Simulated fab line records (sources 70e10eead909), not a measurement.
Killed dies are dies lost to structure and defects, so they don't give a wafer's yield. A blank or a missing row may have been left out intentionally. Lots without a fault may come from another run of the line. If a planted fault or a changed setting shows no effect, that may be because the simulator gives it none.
A struck lot beside a sound one :: flow nand-harc :: 41 out of 1302 route steps
Sound: these wafers, L281.1, L281.2, L281.4. Struck: wafer L287.4 (left out: L287.3, L287.5 of the same lot, which were not struck); the cause appears at the end.
Per side, at each step with rows, come the tool, then ch with its chambers, and then its first start. Under that, the readings that differ: sound wafers :: struck wafers :: difference of the means :: sigmas: that difference in standard deviations of wafers without a fault.
alike: same words and numbers on both sides, and readings whose means sit less than 2 such deviations apart. not compared: any withheld reading, any reading some wafer has no value for, any bound like >300 that may hide the same value, and any number with overlapping values for which the record gives no deviation.
The two part at a step that has a row with sigmas, a row that says differs or no value, or rows on one side only. Numbers that have no deviation but don't overlap get no sigmas and don't part them. A reading that every wafer of one side lacks parts them only if that side has two wafers or more.

NHARC_A_M1_CD_MEAS_09: target cd 120 nm.
  sound on cd-sem-02 ch 0, day 24 04:09; struck on cd-sem-03 ch 0, day 26 19:52
  alike: cd-nm
NHARC_A_M1_OVL_MEAS_10: pitch 240 nm.
  struck on overlay-02, day 26 19:58; sound on overlay-01, day 24 04:14
  alike: overlay-x-nm, overlay-y-nm
NHARC_A_M1_INSPECT_11:
  struck on defect-inspect-02, day 26 19:59; sound on defect-inspect-02, day 24 04:17
reading: raw-defect-count
sound: 74 60 63
struck: 137
difference: +71
sigmas: +2
NHARC_A_M1_DESCUM_14: chemistry O2, time 3 s.
  sound on rie-diel-06 ch 1,2,3, day 24 04:20; struck on rie-diel-02 ch 2, day 26 20:03
reading: drypump-motor-current-A (A)
sound: 6.0 5.9 6.0
struck: 4.8
difference: -1.2
sigmas: -2

reading: oes-product-au (a.u.)
sound: 0.989 0.987 0.992
struck: 1.023
difference: +0.034
sigmas: +4

reading: rf-hours-counter-h (h)
sound: 2.1 3.9 4.2
struck: 0.6
difference: -2.8
sigmas: 
  alike: rf-vpp-V, showerhead-plenum-p-Torr, throttle-valve-pct
then, 2 steps without rows for these wafers: NHARC_A_M1_ETCH_35 (etches the open film in N2/H2, target depth 40 nm, overetch 12 nm, time 43.94 s); NHARC_A_M1_ETCH_15 (etches the open film in C4F8/Ar, target depth 182.5 nm, time 91.2 s).
NHARC_A_M1_CD_MEAS_16:
  struck on cd-sem-02, day 26 20:22; sound on cd-sem-03, day 24 04:38
  alike: cd-nm
then, 3 steps without rows for these wafers: NHARC_A_M1_STRIP_18 (strips in N2/H2); NHARC_A_M1_ETCH_28 (etches the open film in CF4/N2, target depth 30 nm, time 72.99 s); NHARC_A_M1_STRIP_19 (strips in post etch residue remover, time 600 s).
NHARC_A_M1_DEGAS_29: time 60 s.
  struck on pvd-sputter-02, day 26 21:05; sound on pvd-sputter-03, day 24 05:21
  alike: heater-power-w
then, 1 step without rows for these wafers: NHARC_A_M1_PRE_CLEAN_30 (time 30 s).
NHARC_A_M1_PVD_20: deposits TaN, target thk 5 nm, time 8.06 s.
  struck on pvd-sputter-02, day 26 21:11; sound on pvd-sputter-03, day 24 05:28
  alike: throttle-valve-pct
then, 2 steps without rows for these wafers: NHARC_A_M1_PVD_21 (deposits Cu, target thk 30 nm, time 20.49 s); NHARC_A_M1_ECD_22 (material Cu, target thk 400 nm).
NHARC_A_M1_ANNEAL_31: time 90 s.
  sound on rtp-anneal-02 ch 0, day 24 06:06; struck on rtp-anneal-02 ch 0, day 26 21:56
  alike: wafer_temp_C_max
NHARC_A_M1_CMP_23: polishes, t overpolish 20 s, target thk 154.34 nm.
  sound on cmp-03 ch 1,2,3, day 24 06:27; struck on cmp-02 ch 3, day 26 22:11
  alike: motor-current-A, time-to-endpoint-s
NHARC_A_M1_THK_MEAS_24: measures by xrf.
  struck on film-metro-01, day 26 22:29; sound on film-metro-01, day 24 06:46
  alike: thk-nm
then, 5 steps without rows for these wafers: NHARC_A_M1_SRD_25; NHARC_A_M1_PRE_CLEAN_32 (time 12 s); NHARC_A_M1_DEP_33 (deposits SiCN, target thk 30 nm); NHARC_A_BONDPAD_DEP_00 (deposits SiCN, target thk 250 nm); NHARC_A_BONDPAD_CMP_29 (polishes SiCN, target thk 200 nm).
NHARC_A_BONDPAD_THK_MEAS_30: measures by ellipsometry.
  struck on film-metro-02, day 26 23:59; sound on film-metro-02, day 24 08:25
  alike: thk-nm
then, 10 steps without rows for these wafers: NHARC_A_BONDPAD_SRD_31; NHARC_A_BONDPAD_DEHYDRATE_01 (time 120 s); NHARC_A_BONDPAD_HMDS_02 (time 30 s); NHARC_A_BONDPAD_COAT_33 (time 65 s); NHARC_A_BONDPAD_COAT_03 (resist thk 600 nm); NHARC_A_BONDPAD_SOFTBAKE_04 (time 70 s); NHARC_A_BONDPAD_EBR_05; NHARC_A_BONDPAD_EXPOSE_06 (exposes mask A BPAD); NHARC_A_BONDPAD_PEB_07 (peb time 80 s); NHARC_A_BONDPAD_DEVELOP_08 (time 50 s).
NHARC_A_BONDPAD_CD_MEAS_09: target cd 500 nm.
  sound on cd-sem-01 ch 0, day 24 08:59; struck on cd-sem-03 ch 0, day 27 00:26
  alike: cd-nm
NHARC_A_BONDPAD_OVL_MEAS_35:
  struck on overlay-02, day 27 00:32; sound on overlay-01, day 24 09:04
reading: overlay-y-nm (nm)
sound: -10 -10 -10
struck: 1
difference: +11
sigmas: +2
  alike: overlay-x-nm
then, 1 step without rows for these wafers: NHARC_A_BONDPAD_HARDBAKE_10 (time 65 s).
NHARC_A_BONDPAD_DESCUM_11: chemistry O2, time 3 s.
  sound on rie-diel-11 ch 0,1,2, day 24 09:12; struck on rie-diel-11 ch 1, day 27 00:40
  alike: drypump-motor-current-A, oes-product-au, rf-vpp-V, showerhead-plenum-p-Torr, throttle-valve-pct
  not compared: rf-hours-counter-h
then, 2 steps without rows for these wafers: NHARC_A_BONDPAD_ETCH_34 (etches the open film in N2/H2, target depth 60 nm, overetch 18 nm, time 65.91 s); NHARC_A_BONDPAD_ETCH_12 (etches the open film in CHF3/O2, target depth 220 nm, time 110 s).
-- break in the record here, with 4 days between the starts of the struck wafers on either side (left off in module A_BONDPAD, picked up again in module END, where the first step shown is number 1302 on the route) --
NHARC_END_SORT_01:
  sound on prober-02 ch 0, day 25 16:16; struck on prober-02 ch 0, day 31 03:41
reading: defect-limited-yield (%)
sound: 91.0 92.9 93.1
struck: 74.2
difference: -18.1
sigmas: -7

reading: killed-at-array
sound: 54 45 42
struck: 173
difference: +126
sigmas: +7

reading: killed-dies
sound: 61 48 47
struck: 175
difference: +123
sigmas: +7
  alike: killed-at-other, killed-at-periphery, killed-open, killed-short

== WHERE THEY PART ==
Earliest at NHARC_A_M1_INSPECT_11; latest, in this record, at NHARC_END_SORT_01.

WHY: whatever the simulator had introduced
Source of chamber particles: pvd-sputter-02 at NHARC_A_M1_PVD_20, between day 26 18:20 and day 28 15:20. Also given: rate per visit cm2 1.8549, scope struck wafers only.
